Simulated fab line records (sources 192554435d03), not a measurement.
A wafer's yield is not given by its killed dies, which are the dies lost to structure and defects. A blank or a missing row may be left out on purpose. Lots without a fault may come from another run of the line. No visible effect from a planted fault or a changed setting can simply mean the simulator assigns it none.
Split-lot trial :: flow n5-finfet :: 7 lots, 21 wafers read, on a route of 1938 steps

## SPLIT DETAILS
At N5_BEOL_M7_ETCH_66 (etches SOC in N2/H2, target depth 80 nm, overetch 16 nm, time 120 s), the setting time-s was moved away from the recipe's 120 s on 9 of the 21 wafers read, by -19.6% to +21.9%. For the rest of the wafers, this setting stayed at what the recipe calls for.

Reading taken at the split's own step.

## THE READING
SiARC_of_BEOL_M7_COAT_64.thk-nm (the simulator's own value, which no gauge read), in nm, at N5_BEOL_M7_ETCH_66 (etches SOC in N2/H2, target depth 80 nm, overetch 16 nm, time 120 s). The file does not state a usual value for it. Across the 12 wafers here that went through the recipe, the average is 6.4 nm and the standard deviation 0.099 nm.

wafer: L074.2
tool, chamber at the split: rie-diel-05, 0,3
time-s as run, s: 110.3
against the recipe: -8.1%
SiARC_of_BEOL_M7_COAT_64.thk-nm, nm: 6.8
against lot-mates on the recipe: +0.6

wafer: L074.5
tool, chamber at the split: rie-diel-05, 0,3
time-s as run, s: 110.3
against the recipe: -8.1%
SiARC_of_BEOL_M7_COAT_64.thk-nm, nm: 6.8
against lot-mates on the recipe: +0.6

wafer: L074.4
tool, chamber at the split: rie-diel-05, 3
time-s as run, s: 120
against the recipe: recipe
SiARC_of_BEOL_M7_COAT_64.thk-nm, nm: 6.2
against lot-mates on the recipe: -

wafer: L077.2
tool, chamber at the split: rie-diel-04, 2
time-s as run, s: 104.4
against the recipe: -13.0%
SiARC_of_BEOL_M7_COAT_64.thk-nm, nm: 7
against lot-mates on the recipe: +0.6

wafer: L077.4
tool, chamber at the split: rie-diel-04, 0
time-s as run, s: 120
against the recipe: recipe
SiARC_of_BEOL_M7_COAT_64.thk-nm, nm: 6.4
against lot-mates on the recipe: -

wafer: L077.6
tool, chamber at the split: rie-diel-04, 0
time-s as run, s: 120
against the recipe: recipe
SiARC_of_BEOL_M7_COAT_64.thk-nm, nm: 6.4
against lot-mates on the recipe: -

wafer: L076.1
tool, chamber at the split: rie-diel-05, 1,3
time-s as run, s: 120
against the recipe: recipe
SiARC_of_BEOL_M7_COAT_64.thk-nm, nm: 6.4
against lot-mates on the recipe: -

wafer: L076.2
tool, chamber at the split: rie-diel-05, 1,3
time-s as run, s: 120
against the recipe: recipe
SiARC_of_BEOL_M7_COAT_64.thk-nm, nm: 6.4
against lot-mates on the recipe: -

wafer: L076.6
tool, chamber at the split: rie-diel-05, 0
time-s as run, s: 120
against the recipe: recipe
SiARC_of_BEOL_M7_COAT_64.thk-nm, nm: 6.6
against lot-mates on the recipe: -

wafer: L082.2
tool, chamber at the split: rie-diel-04, 2,3
time-s as run, s: 146.3
against the recipe: +21.9%
SiARC_of_BEOL_M7_COAT_64.thk-nm, nm: 5.2
against lot-mates on the recipe: -1.2

wafer: L082.3
tool, chamber at the split: rie-diel-04, 2,3
time-s as run, s: 146.3
against the recipe: +21.9%
SiARC_of_BEOL_M7_COAT_64.thk-nm, nm: 5.2
against lot-mates on the recipe: -1.2

wafer: L082.4
tool, chamber at the split: rie-diel-04, 1
time-s as run, s: 120
against the recipe: recipe
SiARC_of_BEOL_M7_COAT_64.thk-nm, nm: 6.4
against lot-mates on the recipe: -

wafer: L083.1
tool, chamber at the split: rie-diel-05, 2
time-s as run, s: 134.8
against the recipe: +12.3%
SiARC_of_BEOL_M7_COAT_64.thk-nm, nm: 5.8
against lot-mates on the recipe: -0.6

wafer: L083.3
tool, chamber at the split: rie-diel-05, 3
time-s as run, s: 134.8
against the recipe: +12.3%
SiARC_of_BEOL_M7_COAT_64.thk-nm, nm: 5.6
against lot-mates on the recipe: -0.8

wafer: L083.4
tool, chamber at the split: rie-diel-05, 1
time-s as run, s: 120
against the recipe: recipe
SiARC_of_BEOL_M7_COAT_64.thk-nm, nm: 6.4
against lot-mates on the recipe: -

wafer: L090.1
tool, chamber at the split: rie-diel-04, 2
time-s as run, s: 120
against the recipe: recipe
SiARC_of_BEOL_M7_COAT_64.thk-nm, nm: 6.4
against lot-mates on the recipe: -

wafer: L090.2
tool, chamber at the split: rie-diel-04, 3,1
time-s as run, s: 96.49
against the recipe: -19.6%
SiARC_of_BEOL_M7_COAT_64.thk-nm, nm: 7.6
against lot-mates on the recipe: +1.2

wafer: L090.6
tool, chamber at the split: rie-diel-04, 3,1
time-s as run, s: 96.49
against the recipe: -19.6%
SiARC_of_BEOL_M7_COAT_64.thk-nm, nm: 7.6
against lot-mates on the recipe: +1.2

wafer: L095.1
tool, chamber at the split: rie-diel-06, 3,0
time-s as run, s: 120
against the recipe: recipe
SiARC_of_BEOL_M7_COAT_64.thk-nm, nm: 6.4
against lot-mates on the recipe: -

wafer: L095.4
tool, chamber at the split: rie-diel-06, 3,0
time-s as run, s: 120
against the recipe: recipe
SiARC_of_BEOL_M7_COAT_64.thk-nm, nm: 6.4
against lot-mates on the recipe: -

wafer: L095.6
tool, chamber at the split: rie-diel-06, 0
time-s as run, s: 120
against the recipe: recipe
SiARC_of_BEOL_M7_COAT_64.thk-nm, nm: 6.2
against lot-mates on the recipe: -
When a row names more than one chamber, that row covers several wafers, and the file does not tell which wafer ran in which chamber.

THE FIT
A straight line over all 21 wafers: SiARC_of_BEOL_M7_COAT_64.thk-nm changes by -0.0562 nm for each +1% of time-s; r = -0.99; the points scatter about the line by 0.098 nm.
The same after taking each lot's own level away (the mean of its wafers on the recipe; 21 wafers): -0.0576 nm for each +1%; r = -0.99; scatter 0.086 nm.
Per that fit: largest time-s move, reading shift of 1.3 nm.
The lots' own levels span 6.20 to 6.47 nm, that is 2.7 times the standard deviation above.
Consequently the slope shifts little with the lot-to-lot level, the two slopes agreeing.
Check: -1.26 nm against its lot-mates is what the line predicts for one of the wafers moved furthest among these (+21.9%) when that wafer is left out of the fit. Against them it came out at -1.2 nm.

## FURTHER SPLITS ON THESE WAFERS
Note: prior to the reading, these wafers also went through further splits. Each is held against what the fit with the lots' levels taken away leaves over:
other split on the same wafers: N5_BEOL_M6_ETCH_61 bias-w
wafers away from the commonest value: 6
r with SiARC_of_BEOL_M7_COAT_64.thk-nm (lot level and that fit taken away): -0.06

## FILE'S OWN FIT
SiARC_of_BEOL_M7_COAT_64.thk-nm changes by -0.0568 nm for each +1% of time-s, r = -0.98.
